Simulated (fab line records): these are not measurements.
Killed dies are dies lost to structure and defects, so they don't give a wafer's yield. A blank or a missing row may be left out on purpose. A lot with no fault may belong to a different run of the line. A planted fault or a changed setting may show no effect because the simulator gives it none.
Split-lot experiment ; flow n5-finfet ; 7 lots, 21 wafers read, on a route of 1938 steps

THE SPLIT ITSELF
At N5_PMOS_HMC_CHANNEL_EPI_HM_DEP_34 (deposits SiO2 from TEOS/O2, target thk 36 nm, time 6.9 s), the setting time-s was moved away from the recipe's 6.9 s on 9 of the 21 wafers read, by +5.6% to +13.1%. The other wafers ran this setting at the recipe's value.

FROM THE SPLIT TO THE READING: what the file shows between them, 8 steps
- N5_PMOS_HMC_CHANNEL_EPI_PEB_07: peb time 60 s (also split here: peb-temp-c)
- N5_PMOS_HMC_CHANNEL_EPI_DEVELOP_08: develop time 30 s
- N5_PMOS_HMC_CHANNEL_EPI_CD_MEAS_09: target cd 237.4 nm
- N5_PMOS_HMC_CHANNEL_EPI_DESCUM_14: chemistry O2, time 7.9 s
- N5_PMOS_HMC_CHANNEL_EPI_ETCH_32: etches BARC in N2/H2, stops on SiO2, target depth 85.8 nm, time 50.3 s
- N5_PMOS_HMC_CHANNEL_EPI_HM_OPEN_15: chemistry CHF3/O2, target SiO2, target depth 40.6 nm, time 20.3 s
- N5_PMOS_HMC_CHANNEL_EPI_STRIP_33: strips in N2/H2
- N5_PMOS_HMC_CHANNEL_EPI_STRIP_17: strips in SPM, time 750 s

THE READING
SiO2_of_PMOS_HMC_CHANNEL_EPI_HM_DEP_34.thk-nm (the simulator's own value, which no gauge read), in nm, at N5_PMOS_HMC_CHANNEL_EPI_ETCH_38 (etches SiO2 in CF4, target depth 1.5 nm). There is no usual value for it anywhere in the file. Across the 12 wafers here that went through the recipe, the average is 34.84 nm and the standard deviation 0.46 nm.

wafer;tool, chamber at the split;time-s as run, s;against the recipe;SiO2_of_PMOS_HMC_CHANNEL_EPI_HM_DEP_34.thk-nm, nm;against lot-mates on the recipe
L084.3;pecvd-04, 1;7.321;+6.1%;35.64;+1.14
L084.4;pecvd-04, 1;6.9;recipe;34.5;-
L084.5;pecvd-04, 0;7.321;+6.1%;36.54;+2.04
L087.1;pecvd-01, 2;6.9;recipe;34.79;-
L087.5;pecvd-01, 0;6.9;recipe;34.69;-
L087.6;pecvd-01, 2;7.579;+9.8%;38.96;+4.22
L088.1;pecvd-03, 0;7.807;+13.1%;38.3;+3.62
L088.4;pecvd-03, 2;7.807;+13.1%;39.38;+4.70
L088.5;pecvd-03, 0;6.9;recipe;34.68;-
L090.1;pecvd-03, 1;7.289;+5.6%;36.25;+1.54
L090.2;pecvd-03, 2;6.9;recipe;34.45;-
L090.5;pecvd-03, 1;6.9;recipe;34.97;-
L093.2;pecvd-01, 0;7.409;+7.4%;36.75;+1.19
L093.4;pecvd-01, 0;7.409;+7.4%;36.9;+1.34
L093.5;pecvd-01, 2;6.9;recipe;35.56;-
L095.1;pecvd-01, 2;6.9;recipe;35.23;-
L095.2;pecvd-01, 0;7.447;+7.9%;37.06;+1.99
L095.5;pecvd-01, 1;6.9;recipe;34.91;-
L096.3;pecvd-01, 0;6.9;recipe;34.16;-
L096.5;pecvd-01, 1;6.9;recipe;34.39;-
L096.6;pecvd-01, 2;6.9;recipe;35.74;-

THE FIT
A straight line over all 21 wafers: SiO2_of_PMOS_HMC_CHANNEL_EPI_HM_DEP_34.thk-nm changes by +0.306 nm for each +1% of time-s; r = +0.94; the points scatter about the line by 0.55 nm.
The same after taking each lot's own level away (the mean of its wafers on the recipe; 21 wafers): +0.304 nm for each +1%; r = +0.93; scatter 0.58 nm.
On that fit, the largest move of time-s shifts the reading by 4 nm.
From 34.500 to 35.560 nm: that is the span of the lots' own levels, equal to 2.3 times the standard deviation above.
Consequently the slope shifts little with the lot-to-lot level, the two slopes agreeing.
Check: for one of the wafers moved furthest among these (+13.1%), held out of the fit, the line's prediction against its lot-mates is +4.03 nm. Against them it came out at +3.62 nm.

THE OTHER SPLITS THESE WAFERS WENT THROUGH
These wafers also went through other splits before the reading. Each is held against what the fit with the lots' levels taken away leaves over:
other split on the same wafers;wafers away from the commonest value;r with SiO2_of_PMOS_HMC_CHANNEL_EPI_HM_DEP_34.thk-nm (lot level and that fit taken away)
N5_ZERO_LAYER_ETCH_18 icp-w;5;-0.09
N5_WELL_APT_COAT_02 spin-rpm;10;-0.22
N5_PMOS_HMC_CHANNEL_EPI_PEB_07 peb-temp-c;9;-0.11

THE WHOLE CHAIN: every reading that the file lists as answering this split, in the file's order
step;what it does;reading;change (the file's fit);r (the file's)
N5_PMOS_HMC_CHANNEL_EPI_HM_DEP_34;deposits SiO2 from TEOS/O2, target thk 36 nm, time 6.9 s;SiO2_of_PMOS_HMC_CHANNEL_EPI_HM_DEP_34.thk-nm (the simulator's own value, which no gauge read);+0.305 nm for each +1% of the setting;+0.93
N5_PMOS_HMC_CHANNEL_EPI_ETCH_38;etches SiO2 in CF4, target depth 1.5 nm;SiO2_of_PMOS_HMC_CHANNEL_EPI_HM_DEP_34.thk-nm (the simulator's own value, which no gauge read);+0.307 nm for each +1% of the setting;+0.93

FILE'S OWN FIT
SiO2_of_PMOS_HMC_CHANNEL_EPI_HM_DEP_34.thk-nm changes by +0.307 nm for each +1% of time-s, r = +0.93.
